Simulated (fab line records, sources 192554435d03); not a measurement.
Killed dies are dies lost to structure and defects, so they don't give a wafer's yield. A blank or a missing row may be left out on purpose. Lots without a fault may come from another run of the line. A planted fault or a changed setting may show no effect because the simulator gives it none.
Chamber matching | flow n5_finfet | N5_ILD0_CMP_07 on cmp-04: 4 sister chambers
The step polishes SiO2 flowable, stops on poly-Si, t overpolish 1.18 s, target thk 138.88 nm. 4 wafers are shown with their chamber, then 7 later ones without.

WAFERS WITH THEIR CHAMBER
wafer  | chamber | motor_current_A (A)
L074.1 | 0       | 12.7
L087.2 | 2       | 12.8
L088.2 | 3       | 12.5
L088.3 | 1       | 14.0

WAFERS WITHOUT THEIR CHAMBER
wafer  | motor_current_A (A)
L088.5 | 12.6
L089.2 | 13.4
L089.4 | 13.6
L089.6 | 12.3
L096.1 | 12.6
L096.2 | 13.8
L096.3 | 12.2

WHICH CHAMBER EACH WENT THROUGH
wafer  | from the rows above               | in truth
L088.5 | can't be placed: 0 or 3 or 2      | 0
L089.2 | can't be placed: 1 or 2 or 0 or 3 | 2
L089.4 | can't be placed: 1 or 2 or 0      | 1
L089.6 | can't be placed: 3 or 0 or 2      | 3
L096.1 | can't be placed: 0 or 3 or 2      | 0
L096.2 | 1                                 | 1
L096.3 | can't be placed: 3 or 0 or 2      | 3
Placed correctly: 1 of 7. Can't be placed from these rows: 6 (the true chamber is among the candidates in 6). Placed wrongly: 0.
How it was worked out, from the rows above alone: a wafer's distance from a chamber is the root of the sum, over the readings, of the square of ((its reading less the chamber's mean) divided by the reading's scatter). The wafer belongs to the nearest chamber; if the next one is less than 2 further off, it can't be placed. A chamber's mean is the mean of its shown wafers. The scatter: with one shown wafer a chamber, the root of the mean of the squares of how far each hidden wafer lies from its nearest shown one.
